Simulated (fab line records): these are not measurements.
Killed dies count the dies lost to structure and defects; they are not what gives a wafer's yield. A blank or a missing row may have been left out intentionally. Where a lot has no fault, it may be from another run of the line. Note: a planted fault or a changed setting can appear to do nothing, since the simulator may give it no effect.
fab line records	flow n5_finfet	part 1 of 2: steps 1 to 23 of 28
record lots=5	wafers=15	last_day=17
route steps=1938 shown BEOL_M7@1325 BEOL_M8@1332
lots that met no fault: from a run of the same line without faults
start_h: start of the lot's first displayed wafer, in hours after the record's first day	wait_h: hours from the lot's prior step to this one	" the same as in the row above	L1.1+2: a row that stands for several wafers	- either no value or no given start	* or withheld: withheld	< > ~ a bound
route shown NAME@n: names a module that has steps shown in the file, with the first one's number in the route	usual: average and standard deviation across the fault-free wafers	same: alike in all rows	chamber/n: place in a boat	sites: the reading at each site	_std_site: their standard deviation	_edge_site: mean of outer sites minus mean of inner sites	radius_mm: how far each site lies from the wafer's centre	mask NAME#n: copy n	behind: the most recent tool/chamber to have shaped the wafer	hold: reason for holding the lot/hours on hold/outcome of the hold	device: transistor that didn't switch, given as n, p or np	end of line: at the end of the route, the tests of the same wafers	step lacking rows: just its recipe	killed: the dies lost at the first sort to structure and to defects; this is not the yield of the wafer	map: shows each die of a wafer: x if killed, . if not, _ if none is there
set.NAME: setting as actually run; set.NAME@STEP: the setting as run at that earlier step	model.NAME: the simulator's own value behind a step, which no gauge read
certain route steps with their lots: each step a table, each wafer a row
services: the hour from which a tool's chamber was out of use, counted from the record's first day as start_h (under 0 if before that day), plus the number of hours and why
## steps
# step N5_BEOL_M7_ANNEAL_51
# recipe temp_c=225	time_s=90	ambient=N2
# usual wafer_temp_C_max=225.89/0.24
lot.wafer	tool	chamber	start_h	wait_h	wafer_temp_C_max
L079.1	rtp_anneal-01	0	233.15	0.1	225.86
L079.4	"	0	"	"	225.74
L079.5	"	0	"	"	226.00
L084.2	rtp_anneal-01	0	250.27	0.1	225.43
L084.3	"	0	"	"	225.83
L084.4	"	0	"	"	225.70
L083.1	rtp_anneal-02	0	255.65	0.2	225.88
L083.2	"	0	"	"	225.66
L083.6	"	0	"	"	225.90
L087.1	rtp_anneal-01	0	284.33	0.2	225.98
L087.4	"	0	"	"	226.24
L087.6	"	0	"	"	226.18
L094.2	rtp_anneal-01	0	314.55	0.6	225.79
L094.3	"	0	"	"	225.68
L094.6	"	0	"	"	226.00
# step N5_BEOL_M7_CMP_52
# recipe stop_on=SiCOH_lowk	t_overpolish_s=6.9	down_force_psi=1	platen_rpm=50	clearing_platen_down_force_psi=1.5	clearing_platen_rpm=50	post_cmp_clean=cu_alkaline	target_thk_nm=80	clearing_platen_pad_velocity_m_s=0.99484	pad_velocity_m_s=0.99484
# usual barrier_field_endpoint_s=28.9/0.64	motor_current_A=6.0/0.5	overpolish_run_s=6.900/0.0099	time_to_endpoint_s=63.3/2.5
lot.wafer	tool	chamber	start_h	wait_h	barrier_field_endpoint_s	motor_current_A	overpolish_run_s	time_to_endpoint_s
L079.1	cmp-01	1	233.45	0.3	30.0	6.3	6.897	66.1
L079.4	"	0	"	"	29.4	6.3	6.889	63.1
L079.5	"	2	"	"	29.0	6.3	6.893	62.4
L084.3	cmp-03	3	250.63	0.3	30.2	5.9	6.896	66.3
L084.4	"	0	"	"	29.0	5.3	6.902	62.4
L084.2	"	1	"	"	29.1	5.9	6.896	63.2
L083.2	cmp-02	3	256.02	0.3	27.3	5.6	6.903	59.0
L083.1	"	0	"	"	27.4	6.8	6.898	62.5
L083.6	"	1	"	"	28.2	5.5	6.896	60.9
L087.1	cmp-03	0	284.70	0.3	28.6	5.3	6.908	62.8
L087.4	"	1	"	"	28.2	6.2	6.891	63.1
L087.6	"	2	"	"	27.9	6.0	6.909	60.6
L094.3	cmp-01	1	314.84	0.2	29.8	6.4	6.894	65.7
L094.2	"	3	"	"	29.6	5.3	6.905	66.5
L094.6	"	1	"	"	29.3	6.5	6.890	65.6
# step N5_BEOL_M7_THK_MEAS_53
# recipe thk_meas_gauge=xrf	reads=Cu_of_BEOL_M7_ECD_50
# usual M7_THK=79.9/2
lot.wafer	tool	chamber	start_h	wait_h	M7_THK[nm]
L079.1	film_metro-02	-	233.74	-	77.2
L079.4	"	-	"	"	79.7
L079.5	"	-	"	"	80.2
L084.2	film_metro-01	-	250.89	-	77.6
L084.3	"	-	"	"	79.3
L084.4	"	-	"	"	76.0
L083.1	film_metro-01	-	256.24	-	84.1
L083.2	"	-	"	"	79.4
L083.6	"	-	"	"	81.5
L087.1	film_metro-02	-	284.92	-	80.4
L087.4	"	-	"	"	82.0
L087.6	"	-	"	"	80.6
L094.2	film_metro-01	-	315.11	-	81.1
L094.3	"	-	"	"	78.6
L094.6	"	-	"	"	78.4
# step N5_BEOL_M7_PRE_CLEAN_55
# recipe gas=NH3	time_s=15	temp_c=withheld	rf_power_w=300
lot.wafer	tool	chamber	start_h	wait_h
L079.1+4+5	pecvd-03	2,2,1	233.78	0.0
L084.2+3+4	pecvd-04	0,1,1	250.93	0.0
L083.1+2+6	pecvd-03	2,1,2	256.27	0.0
L087.1+4+6	pecvd-03	2,0,2	284.96	0.0
L094.2+3+6	pecvd-04	2,1,0	315.14	0.0
# step N5_BEOL_M7_DEP_56
# recipe material=SiCN	target_thk_a=100	temp_c=withheld	precursor=3MS/NH3	pressure_torr=3	rf_w=202	time_s=17.5
# usual showerhead_plenum_p_Torr=3.657/0.01	throttle_valve_pct=9.2/0.62
lot.wafer	tool	chamber	start_h	wait_h	showerhead_plenum_p_Torr	throttle_valve_pct
L079.1	pecvd-03	2	233.81	0.0	3.639	7.7
L079.4	"	2	"	"	3.647	7.9
L079.5	"	1	"	"	3.647	10.1
L084.2	pecvd-04	0	250.95	0.0	3.672	9.2
L084.3	"	1	"	"	3.651	8.8
L084.4	"	1	"	"	3.655	8.6
L083.1	pecvd-03	2	256.30	0.0	3.639	7.8
L083.2	"	1	"	"	3.657	9.7
L083.6	"	2	"	"	3.642	7.8
L087.1	pecvd-03	2	284.98	0.0	3.651	7.7
L087.4	"	0	"	"	3.649	10.3
L087.6	"	2	"	"	3.662	7.7
L094.2	pecvd-04	2	315.17	0.0	3.653	9.2
L094.3	"	1	"	"	3.646	8.7
L094.6	"	0	"	"	3.669	9.3
# step N5_BEOL_M7_RS_MEAS_57
# recipe thk_meas_gauge=four-point-probe	reads=Cu_of_BEOL_M7_ECD_50+Co_of_BEOL_M7_CVD_78+TaN_of_BEOL_M7_ALD_77
# usual M7_RS=0.283/0.0072
lot.wafer	tool	chamber	start_h	wait_h	M7_RS[ohm/sq]
L079.1	film_metro-01	-	233.88	0.1	0.298
L079.4	"	-	"	"	0.285
L079.5	"	-	"	"	0.283
L084.2	film_metro-01	-	251.02	0.1	0.288
L084.3	"	-	"	"	0.279
L084.4	"	-	"	"	0.295
L083.1	film_metro-01	-	256.37	0.1	0.266
L083.2	"	-	"	"	0.283
L083.6	"	-	"	"	0.273
L087.1	film_metro-02	-	285.05	0.1	0.281
L087.4	"	-	"	"	0.278
L087.6	"	-	"	"	0.282
L094.2	film_metro-01	-	315.24	0.1	0.275
L094.3	"	-	"	"	0.285
L094.6	"	-	"	"	0.285
# step N5_BEOL_M7_INSPECT_58
# recipe inspect_instrument=darkfield	mode=post_dep
# usual raw_defect_count=75/23
lot.wafer	tool	chamber	start_h	wait_h	raw_defect_count
L079.1	defect_inspect-02	-	233.90	0.0	60
L079.4	"	-	"	"	60
L079.5	"	-	"	"	96
L084.2	defect_inspect-02	-	251.05	0.0	72
L084.3	"	-	"	"	84
L084.4	"	-	"	"	66
L083.1	defect_inspect-02	-	256.39	0.0	71
L083.2	"	-	"	"	81
L083.6	"	-	"	"	71
L087.1	defect_inspect-01	-	285.08	0.0	71
L087.4	"	-	"	"	69
L087.6	"	-	"	"	119
L094.2	defect_inspect-02	-	315.26	0.0	95
L094.3	"	-	"	"	114
L094.6	"	-	"	"	118
# step N5_BEOL_M8_ILD_DEP_00
# recipe material=SiCOH_lowk	target_thk_a=1797.5	temp_c=300	precursor=DEMS/porogen	pressure_torr=5	rf_w=500	time_s=33.4
# usual heater_power_w=286/58	showerhead_plenum_p_Torr=5.730/0.013	throttle_valve_pct=14.0/1
lot.wafer	tool	chamber	start_h	wait_h	heater_power_w	showerhead_plenum_p_Torr	throttle_valve_pct
L079.1	pecvd-01	1	233.94	0.0	226	5.727	13.5
L079.4	"	1	"	"	229	5.717	13.6
L079.5	"	2	"	"	319	5.742	12.3
L084.2	pecvd-03	1	251.08	0.0	250	5.731	15.1
L084.3	"	0	"	"	309	5.720	15.3
L084.4	"	0	"	"	312	5.722	15.3
L083.1	pecvd-02	1	256.43	0.0	259	5.749	13.9
L083.2	"	2	"	"	360	5.730	13.7
L083.6	"	2	"	"	381	5.749	13.6
L087.1	pecvd-02	2	285.11	0.0	447	5.743	13.5
L087.4	"	2	"	"	358	5.759	13.7
L087.6	"	0	"	"	279	5.722	13.8
L094.2	pecvd-01	1	315.30	0.0	204	5.717	13.4
L094.3	"	0	"	"	269	5.724	14.6
L094.6	"	0	"	"	278	5.715	14.4
# step N5_BEOL_M8_CURE_74
# recipe temp_c=385	time_s=240	ambient=He/Ar	material=SiCOH_lowk
# usual lamp_power_pct=52.31/0.051	wafer_temp_C_max=386.9/0.61
lot.wafer	tool	chamber	start_h	wait_h	lamp_power_pct	wafer_temp_C_max
L079.1	uv_cure-02	0	234.30	0.3	52.33	386.9
L079.4	"	0	"	"	52.25	386.8
L079.5	"	0	"	"	52.27	386.2
L084.2	uv_cure-01	0	251.38	0.3	52.34	386.9
L084.3	"	0	"	"	52.34	386.0
L084.4	"	0	"	"	52.36	386.2
L083.1	uv_cure-01	0	256.52	0.1	52.37	386.9
L083.2	"	0	"	"	52.33	386.2
L083.6	"	0	"	"	52.34	386.5
L087.1	uv_cure-03	1	285.18	0.0	52.35	387.7
L087.4	"	1	"	"	52.36	387.1
L087.6	"	1	"	"	52.26	388.6
L094.2	uv_cure-03	2	315.76	0.4	52.29	386.2
L094.3	"	2	"	"	52.35	386.1
L094.6	"	2	"	"	52.32	386.3
# step N5_BEOL_M8_THK_MEAS_01
# recipe reads=SiCOH_lowk_of_BEOL_M8_ILD_DEP_00
# usual M8_ILD_THK=155.0/1.9
lot.wafer	tool	chamber	start_h	wait_h	M8_ILD_THK[nm]
L079.1	film_metro-02	-	234.82	0.4	154.2
L079.4	"	-	"	"	156.4
L079.5	"	-	"	"	160.3
L084.2	film_metro-02	-	251.81	0.4	153.1
L084.3	"	-	"	"	152.7
L084.4	"	-	"	"	153.8
L083.1	film_metro-01	-	257.03	0.4	153.3
L083.2	"	-	"	"	151.3
L083.6	"	-	"	"	154.3
L087.1	film_metro-02	-	285.69	0.4	155.4
L087.4	"	-	"	"	157.6
L087.6	"	-	"	"	157.1
L094.2	film_metro-01	-	316.19	0.4	152.7
L094.3	"	-	"	"	152.3
L094.6	"	-	"	"	154.5
# step N5_BEOL_M8_PECVD_70
# recipe material=SiO2	target_thk_a=200	temp_c=400	precursor=TEOS/O2	pressure_torr=5.5	rf_w=450	teos_flow_sccm=53.8	gas=O2	flow_sccm=3000	time_s=22.7
# usual heater_power_w=701/110	showerhead_plenum_p_Torr=8.74/0.048	throttle_valve_pct=22.6/1.5
lot.wafer	tool	chamber	start_h	wait_h	heater_power_w	showerhead_plenum_p_Torr	throttle_valve_pct
L079.1	pecvd-03	0	234.85	0.0	757	8.70	24.8
L079.4	"	2	"	"	645	8.69	19.6
L079.5	"	1	"	"	694	8.74	24.3
L084.2	pecvd-03	1	251.85	0.0	713	8.73	24.3
L084.3	"	2	"	"	621	8.68	19.3
L084.4	"	1	"	"	700	8.75	24.5
L083.1	pecvd-01	2	257.07	0.0	635	8.80	20.2
L083.2	"	1	"	"	549	8.70	21.7
L083.6	"	0	"	"	597	8.72	24.0
L087.1	pecvd-03	0	285.73	0.0	642	8.71	24.8
L087.4	"	1	"	"	681	8.73	24.3
L087.6	"	0	"	"	618	8.72	24.5
L094.2	pecvd-01	1	316.23	0.0	536	8.66	22.0
L094.3	"	0	"	"	631	8.72	24.0
L094.6	"	1	"	"	537	8.66	21.7
# step N5_BEOL_M8_HM_DEP_02
# recipe material=TiN	target_thk_a=200	temp_c=25	chamber_pressure_pa=0.49996
# usual throttle_valve_pct=30.3/1.3
lot.wafer	tool	chamber	start_h	wait_h	throttle_valve_pct
L079.1	pvd_sputter-03	-	235.60	0.7	30.1
L079.4	"	-	"	"	30.5
L079.5	"	-	"	"	29.0
L084.2	pvd_sputter-01	-	254.03	2.2	29.7
L084.3	"	-	"	"	30.9
L084.4	"	-	"	"	30.7
L083.1	pvd_sputter-02	-	257.60	0.5	30.1
L083.2	"	-	"	"	30.3
L083.6	"	-	"	"	30.5
L087.1	pvd_sputter-03	-	286.03	0.3	30.9
L087.4	"	-	"	"	30.4
L087.6	"	-	"	"	29.9
L094.2	pvd_sputter-02	-	321.06	4.8	33.0
L094.3	"	-	"	"	30.2
L094.6	"	-	"	"	28.1
# step N5_BEOL_M8_COAT_59
# recipe resist=SOC	temp_c=250	time_s=60	spin_rpm=1500	resist_thk_nm=100
# usual chill_plate_temp_C=22.97/0.11	plate_temp_C=250.00/0.15
lot.wafer	tool	chamber	start_h	wait_h	chill_plate_temp_C	plate_temp_C
L079.1	litho_track-01	0	235.72	0.1	23.01	249.87
L079.4	"	0	"	"	23.06	249.88
L079.5	"	0	"	"	22.87	249.97
L084.2	litho_track-04	0	254.15	0.1	23.03	249.94
L084.3	"	0	"	"	23.00	249.89
L084.4	"	0	"	"	22.98	250.08
L083.1	litho_track-03	0	257.73	0.1	22.93	249.94
L083.2	"	0	"	"	22.97	249.97
L083.6	"	0	"	"	22.90	250.28
L087.1	litho_track-01	0	286.16	0.1	22.88	249.91
L087.4	"	0	"	"	22.95	249.97
L087.6	"	0	"	"	23.03	250.09
L094.2	litho_track-03	0	321.19	0.1	23.09	249.75
L094.3	"	0	"	"	23.03	249.80
L094.6	"	0	"	"	23.11	249.99
# step N5_BEOL_M8_COAT_60
# recipe resist=SiARC	temp_c=220	time_s=60	spin_rpm=1500	resist_thk_nm=35
# usual chill_plate_temp_C=22.99/0.1	plate_temp_C=220.02/0.15
lot.wafer	tool	chamber	start_h	wait_h	chill_plate_temp_C	plate_temp_C
L079.1	litho_track-01	0	-	-	23.11	219.93
L079.4	"	0	"	"	22.98	219.97
L079.5	"	0	"	"	22.98	219.91
L084.2	litho_track-04	0	-	-	22.99	220.15
L084.3	"	0	"	"	23.06	220.18
L084.4	"	0	"	"	23.03	220.28
L083.1	litho_track-03	0	-	-	23.01	220.06
L083.2	"	0	"	"	22.94	220.11
L083.6	"	0	"	"	22.92	220.25
L087.1	litho_track-01	0	-	-	22.96	219.93
L087.4	"	0	"	"	22.99	219.81
L087.6	"	0	"	"	23.17	219.92
L094.2	litho_track-03	0	-	-	22.99	219.90
L094.3	"	0	"	"	22.84	219.81
L094.6	"	0	"	"	23.07	219.86
# step N5_BEOL_M8_COAT_05
# recipe resist=CAR-ArF	spin_rpm=1500	resist_thk_nm=90
# usual chill_plate_temp_C=22.99/0.11
lot.wafer	tool	chamber	start_h	wait_h	chill_plate_temp_C
L079.1	litho_track-01	0	-	-	22.96
L079.4	"	0	"	"	22.87
L079.5	"	0	"	"	22.91
L084.2	litho_track-04	0	-	-	23.04
L084.3	"	0	"	"	23.14
L084.4	"	0	"	"	22.87
L083.1	litho_track-03	0	-	-	23.21
L083.2	"	0	"	"	23.14
L083.6	"	0	"	"	23.11
L087.1	litho_track-01	0	-	-	22.93
L087.4	"	0	"	"	22.92
L087.6	"	0	"	"	22.93
L094.2	litho_track-03	0	-	-	23.00
L094.3	"	0	"	"	22.96
L094.6	"	0	"	"	22.99
# step N5_BEOL_M8_EBR_07
# recipe solvent=PGMEA	ebr_width_mm=1.5
# usual chill_plate_temp_C=23.01/0.11
lot.wafer	tool	chamber	start_h	wait_h	chill_plate_temp_C
L079.1	litho_track-01	0	-	-	22.79
L079.4	"	0	"	"	23.01
L079.5	"	0	"	"	22.96
L084.2	litho_track-04	0	-	-	22.94
L084.3	"	0	"	"	23.08
L084.4	"	0	"	"	22.98
L083.1	litho_track-03	0	-	-	22.89
L083.2	"	0	"	"	22.87
L083.6	"	0	"	"	23.03
L087.1	litho_track-01	0	-	-	22.98
L087.4	"	0	"	"	22.90
L087.6	"	0	"	"	23.07
L094.2	litho_track-03	0	-	-	23.10
L094.3	"	0	"	"	23.07
L094.6	"	0	"	"	22.99
# step N5_BEOL_M8_SOFTBAKE_06
# recipe temp_c=110	time_s=60	resist=CAR-ArF
# usual chill_plate_temp_C=23.00/0.099	plate_temp_C=110.00/0.13
lot.wafer	tool	chamber	start_h	wait_h	chill_plate_temp_C	plate_temp_C
L079.1	litho_track-01	0	-	-	23.08	110.03
L079.4	"	0	"	"	23.03	110.04
L079.5	"	0	"	"	23.01	110.03
L084.2	litho_track-04	0	-	-	23.15	109.95
L084.3	"	0	"	"	23.15	109.92
L084.4	"	0	"	"	23.12	110.19
L083.1	litho_track-03	0	-	-	23.12	109.95
L083.2	"	0	"	"	22.94	110.04
L083.6	"	0	"	"	23.10	110.03
L087.1	litho_track-01	0	-	-	22.94	109.98
L087.4	"	0	"	"	22.82	110.02
L087.6	"	0	"	"	22.97	110.15
L094.2	litho_track-03	0	-	-	23.06	110.04
L094.3	"	0	"	"	22.98	109.88
L094.6	"	0	"	"	22.91	109.94
# step N5_BEOL_M8_EXPOSE_08
# recipe mask_id=M8	na=1.35	source_shape=dipole	sigma_inner=0.817	sigma_outer=0.97	polarization=te	dose_mj=68.25
lot.wafer	tool	chamber	start_h	wait_h	mask
L079.1+4+5	arfi_scanner-02	0	235.84	-	M8#0
L084.2+3+4	arfi_scanner-02	0	254.40	-	M8#0
L083.1+2+6	arfi_scanner-03	0	257.97	-	M8#0
L087.1+4+6	arfi_scanner-03	0	286.40	-	M8#0
L094.2+3+6	arfi_scanner-02	0	321.44	-	M8#0
# step N5_BEOL_M8_PEB_09
# recipe peb_temp_c=withheld	peb_time_s=60	resist=CAR-ArF
# usual chill_plate_temp_C=23.00/0.11
lot.wafer	tool	chamber	start_h	wait_h	chill_plate_temp_C
L079.1	litho_track-03	0	235.90	0.1	23.10
L079.4	"	0	"	"	23.09
L079.5	"	0	"	"	23.02
L084.2	litho_track-04	0	254.46	0.0	22.97
L084.3	"	0	"	"	22.99
L084.4	"	0	"	"	22.89
L083.1	litho_track-01	0	258.03	0.1	22.89
L083.2	"	0	"	"	22.92
L083.6	"	0	"	"	23.03
L087.1	litho_track-03	0	286.46	0.1	23.01
L087.4	"	0	"	"	22.85
L087.6	"	0	"	"	23.03
L094.2	litho_track-01	0	321.49	0.0	22.93
L094.3	"	0	"	"	22.87
L094.6	"	0	"	"	22.88
# step N5_BEOL_M8_DEVELOP_10
# recipe develop_time_s=30	developer=TMAH	resist=CAR-ArF	rinse_liquid=diw	dry=air_spin	dev_temp_c=23
# usual chill_plate_temp_C=23.01/0.12
lot.wafer	tool	chamber	start_h	wait_h	chill_plate_temp_C
L079.1	litho_track-03	0	-	-	23.34
L079.4	"	0	"	"	23.13
L079.5	"	0	"	"	23.27
L084.2	litho_track-04	0	-	-	23.00
L084.3	"	0	"	"	22.87
L084.4	"	0	"	"	22.98
L083.1	litho_track-01	0	-	-	23.04
L083.2	"	0	"	"	23.03
L083.6	"	0	"	"	22.94
L087.1	litho_track-03	0	-	-	22.93
L087.4	"	0	"	"	22.99
L087.6	"	0	"	"	22.97
L094.2	litho_track-01	0	-	-	22.94
L094.3	"	0	"	"	22.75
L094.6	"	0	"	"	22.97
# step N5_BEOL_M8_CD_MEAS_11
# recipe target_cd_nm=38.5	landing_energy_ev=500	detector=se_inlens	polarity=opening
# usual cd_nm=38.5/0.47
lot.wafer	tool	chamber	start_h	wait_h	cd_nm
L079.1	cd_sem-02	0	235.97	-	38.2
L079.4	"	0	"	"	38.0
L079.5	"	0	"	"	38.1
L084.2	cd_sem-01	0	254.52	-	38.7
L084.3	"	0	"	"	38.9
L084.4	"	0	"	"	39.1
L083.1	cd_sem-02	0	258.10	-	38.5
L083.2	"	0	"	"	38.7
L083.6	"	0	"	"	38.0
L087.1	cd_sem-02	0	286.53	-	38.6
L087.4	"	0	"	"	38.5
L087.6	"	0	"	"	38.7
L094.2	cd_sem-01	0	321.56	-	38.0
L094.3	"	0	"	"	38.4
L094.6	"	0	"	"	38.5
# step N5_BEOL_M8_OVL_MEAS_12
# recipe points_per_wafer=44
# usual M8_OVL=0.2/0.73
lot.wafer	tool	chamber	start_h	wait_h	M8_OVL[nm]
L079.1	overlay-01	0	236.00	0.0	0.7
L079.4	"	0	"	"	0.0
L079.5	"	0	"	"	0.5
L084.2	overlay-01	0	254.55	0.0	-0.4
L084.3	"	0	"	"	0.3
L084.4	"	0	"	"	-0.1
L083.1	overlay-02	0	258.13	0.0	0.3
L083.2	"	0	"	"	-0.5
L083.6	"	0	"	"	0.5
L087.1	overlay-01	0	286.56	0.0	1.5
L087.4	"	0	"	"	1.0
L087.6	"	0	"	"	1.4
L094.2	overlay-01	0	321.59	0.0	-1.1
L094.3	"	0	"	"	-0.4
L094.6	"	0	"	"	0.8
# step N5_BEOL_M8_INSPECT_13
# recipe mode=adi	inspect_instrument=brightfield
# usual raw_defect_count=434/100
lot.wafer	tool	chamber	start_h	wait_h	raw_defect_count
L079.1	defect_inspect-01	-	236.03	0.0	443
L079.4	"	-	"	"	357
L079.5	"	-	"	"	547
L084.2	defect_inspect-01	-	254.58	0.0	455
L084.3	"	-	"	"	390
L084.4	"	-	"	"	366
L083.1	defect_inspect-01	-	258.15	0.0	479
L083.2	"	-	"	"	630
L083.6	"	-	"	"	364
L087.1	defect_inspect-01	-	286.58	0.0	457
L087.4	"	-	"	"	368
L087.6	"	-	"	"	465
L094.2	defect_inspect-01	-	321.61	0.0	465
L094.3	"	-	"	"	501
L094.6	"	-	"	"	445
